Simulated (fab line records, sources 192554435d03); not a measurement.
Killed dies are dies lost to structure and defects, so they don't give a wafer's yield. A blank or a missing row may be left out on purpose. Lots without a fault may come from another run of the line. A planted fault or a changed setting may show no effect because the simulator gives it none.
Which tool did it? | flow n5_finfet | 11 lots, 31 wafers sampled, at 4 steps of a route of 1938

WHAT THE GAUGES READ, wafer by wafer
The record holds no reading of a measuring or inspecting step that can be judged against a usual standard deviation.

WHICH TOOL RAN EACH LOT (tool, then ch and the chambers of the sampled wafers, then the start)
lot  | N5_BEOL_M9_DESCUM_33               | N5_BEOL_M9_ETCH_65                 | N5_BEOL_M9_PRE_CLEAN_45      | N5_BEOL_M9_ALD_74
L236 | rie_diel-06 ch 1,3, day 9 17:35    | rie_diel-06 ch 1,3, day 9 17:38    | pvd_sputter-02, day 9 19:53  | ald_metal-04 ch 0,1,3, day 9 19:59
L238 | rie_diel-06 ch 0,1, day 10 11:38   | rie_diel-06 ch 0,1, day 10 11:41   | pvd_sputter-02, day 10 12:39 | ald_metal-02 ch 2,3, day 10 12:43
L239 | rie_diel-01 ch 0,2, day 10 14:50   | rie_diel-01 ch 0,2, day 10 14:53   | pvd_sputter-01, day 10 17:05 | ald_metal-02 ch 2,3, day 10 17:10
L240 | rie_diel-06 ch 1, day 11 00:34     | rie_diel-06 ch 1, day 11 00:37     | pvd_sputter-03, day 11 01:45 | ald_metal-02 ch 1,3, day 11 02:02
L247 | rie_diel-03 ch 0,1,2, day 13 14:38 | rie_diel-03 ch 0,1,2, day 13 14:41 | pvd_sputter-01, day 13 16:02 | ald_metal-03 ch 0,1, day 13 16:06
L249 | rie_diel-01 ch 1,2,3, day 13 15:52 | rie_diel-01 ch 1,2,3, day 13 15:55 | pvd_sputter-03, day 13 17:58 | ald_metal-03 ch 0,1, day 13 18:02
L250 | rie_diel-03 ch 0,1, day 14 03:53   | rie_diel-03 ch 0,1, day 14 03:56   | pvd_sputter-02, day 14 05:01 | ald_metal-04 ch 0,2,3, day 14 05:04
L251 | rie_diel-06 ch 0,2,3, day 14 11:38 | rie_diel-06 ch 0,2,3, day 14 11:41 | pvd_sputter-03, day 14 12:58 | ald_metal-02 ch 0,3, day 14 13:01
L252 | rie_diel-01 ch 0,1,2, day 14 11:46 | rie_diel-01 ch 0,1,2, day 14 11:49 | pvd_sputter-01, day 14 13:07 | ald_metal-04 ch 2,3, day 14 13:15
L256 | rie_diel-06 ch 1,3, day 15 09:28   | rie_diel-06 ch 1,3, day 15 09:31   | pvd_sputter-02, day 15 10:30 | ald_metal-02 ch 0,1, day 15 10:34
L258 | rie_diel-01 ch 1,2,3, day 16 01:08 | rie_diel-01 ch 1,2,3, day 16 01:11 | pvd_sputter-02, day 16 02:38 | ald_metal-03 ch 0,1,2, day 16 02:42
- N5_BEOL_M9_DESCUM_33: chemistry O2, time 7 s.
- N5_BEOL_M9_ETCH_65: etches SiARC in CF4, target depth 15.6 nm, time 26 s.
- N5_BEOL_M9_PRE_CLEAN_45: time 30 s.
- N5_BEOL_M9_ALD_74: deposits TaN, target thk 2 nm, pulse time 2 s, purge time 3 s.

WHAT THE TOOLS THEMSELVES READ (means of the sampled wafers that have a number; where no wafer has one, the mark that the record gives instead)
N5_BEOL_M9_DESCUM_33. Usual: drypump_motor_current_A 5.6 A, standard deviation 0.55; oes_product_au 0.78 a.u., standard deviation 0.082; rf_vpp_V 242.9 V, standard deviation 1.3; showerhead_plenum_p_Torr 2.08 Torr, standard deviation 0.062; throttle_valve_pct 20.43 %, standard deviation 0.26.
lot  | tool        | drypump_motor_current_A (A) | oes_product_au (a.u.) | rf_vpp_V (V) | showerhead_plenum_p_Torr (Torr) | throttle_valve_pct (%) | flag
L236 | rie_diel-06 | 5.3                         | 0.74                  | 243.4        | 2.12                            | 20.44                  |
L238 | rie_diel-06 | 5.5                         | 0.72                  | 242.0        | 2.04                            | 20.53                  |
L239 | rie_diel-01 | 5.6                         | 0.76                  | 243.9        | 2.09                            | 20.53                  |
L240 | rie_diel-06 | 5.0                         | 0.71                  | 243.4        | 2.07                            | 20.50                  |
L247 | rie_diel-03 | 6.3                         | 0.89                  | 243.2        | 2.11                            | 20.25                  |
L249 | rie_diel-01 | 5.6                         | 0.72                  | 243.8        | 2.07                            | 20.49                  |
L250 | rie_diel-03 | 6.2                         | 0.89                  | 243.2        | 2.14                            | 20.18                  |
L251 | rie_diel-06 | 5.6                         | 0.77                  | 243.1        | 2.06                            | 20.35                  |
L252 | rie_diel-01 | 5.3                         | 0.72                  | 242.9        | 2.10                            | 20.50                  |
L256 | rie_diel-06 | 5.3                         | 0.90                  | 242.9        | 2.10                            | 20.23                  |
L258 | rie_diel-01 | 5.6                         | 0.71                  | 242.9        | 2.07                            | 20.51                  |

N5_BEOL_M9_ETCH_65. Usual: drypump_motor_current_A 5.6 A, standard deviation 0.55; etch_rf_on_time_s 26.0 s, standard deviation 0.66; oes_product_au 0.66 a.u., standard deviation 0.067; rf_vpp_V 183.9 V, standard deviation 1.1; showerhead_plenum_p_Torr 2.13 Torr, standard deviation 0.063; throttle_valve_pct 15.61 %, standard deviation 0.27.
lot  | tool        | drypump_motor_current_A (A) | etch_rf_on_time_s (s) | oes_product_au (a.u.) | rf_vpp_V (V) | showerhead_plenum_p_Torr (Torr) | throttle_valve_pct (%) | flag
L236 | rie_diel-06 | 5.3                         | 26.5                  | 0.63                  | 184.5        | 2.16                            | 15.66                  |
L238 | rie_diel-06 | 5.4                         | 26.4                  | 0.62                  | 183.1        | 2.10                            | 15.75                  |
L239 | rie_diel-01 | 5.6                         | 25.0                  | 0.67                  | 182.9        | 2.17                            | 15.81                  |
L240 | rie_diel-06 | 5.1                         | 26.0                  | 0.61                  | 183.4        | 2.11                            | 15.75                  |
L247 | rie_diel-03 | 6.3                         | 25.9                  | 0.75                  | 183.7        | 2.15                            | 15.34                  |
L249 | rie_diel-01 | 5.6                         | 26.0                  | 0.62                  | 183.7        | 2.13                            | 15.73                  |
L250 | rie_diel-03 | 6.2                         | 26.1                  | 0.75                  | 183.7        | 2.17                            | 15.22                  |
L251 | rie_diel-06 | 5.6                         | 26.4                  | 0.66                  | 183.9        | 2.11                            | 15.55                  |
L252 | rie_diel-01 | 5.3                         | 25.1                  | 0.63                  | 184.9        | 2.17                            | 15.82                  |
L256 | rie_diel-06 | 5.3                         | 25.7                  | 0.77                  | 184.1        | 2.15                            | 15.41                  |
L258 | rie_diel-01 | 5.6                         | 26.2                  | 0.60                  | 183.7        | 2.13                            | 15.77                  |

N5_BEOL_M9_PRE_CLEAN_45. Usual: heater_power_w 330 W, standard deviation 34.
lot  | tool           | heater_power_w (W) | flag
L236 | pvd_sputter-02 | 367                |
L238 | pvd_sputter-02 | 347                |
L239 | pvd_sputter-01 | 280                |
L240 | pvd_sputter-03 | 340                |
L247 | pvd_sputter-01 | 301                |
L249 | pvd_sputter-03 | 342                |
L250 | pvd_sputter-02 | 324                |
L251 | pvd_sputter-03 | 324                |
L252 | pvd_sputter-01 | 348                |
L256 | pvd_sputter-02 | 348                |
L258 | pvd_sputter-02 | 326                |

N5_BEOL_M9_ALD_74. Usual: chamber_pressure_Torr 3.001 Torr, standard deviation 0.0066; heater_power_w 416 W, standard deviation 29.
lot  | tool         | chamber_pressure_Torr (Torr) | heater_power_w (W) | flag
L236 | ald_metal-04 | 3.002                        | 410                |
L238 | ald_metal-02 | 2.998                        | 411                |
L239 | ald_metal-02 | 2.994                        | 410                |
L240 | ald_metal-02 | 2.992                        | 423                |
L247 | ald_metal-03 | 3.009                        | 415                |
L249 | ald_metal-03 | 3.004                        | 386                |
L250 | ald_metal-04 | 2.998                        | 405                |
L251 | ald_metal-02 | 2.999                        | 420                |
L252 | ald_metal-04 | 3.001                        | 395                |
L256 | ald_metal-02 | 3.003                        | 424                |
L258 | ald_metal-03 | 2.998                        | 414                |

THE ANSWER, worked out from the rows above alone
Rule: a lot is off if the mean of its wafers that have a number lies more than 3 standard deviations from the usual mean. A lot without any number at a reading at which 4 lots or more have one is off too. The other lots that the step has rows for count as sound. The gauges are gone through in route order, then the tools' own readings, and for those a lot's mean is taken as printed above. The first step at which some lot is off is used, and at that step the reading that is off furthest; a lot without a number counts as furthest.
No lot is off at any reading shown: from this, nothing can be told.

WHAT THE SIMULATOR HAD PUT IN
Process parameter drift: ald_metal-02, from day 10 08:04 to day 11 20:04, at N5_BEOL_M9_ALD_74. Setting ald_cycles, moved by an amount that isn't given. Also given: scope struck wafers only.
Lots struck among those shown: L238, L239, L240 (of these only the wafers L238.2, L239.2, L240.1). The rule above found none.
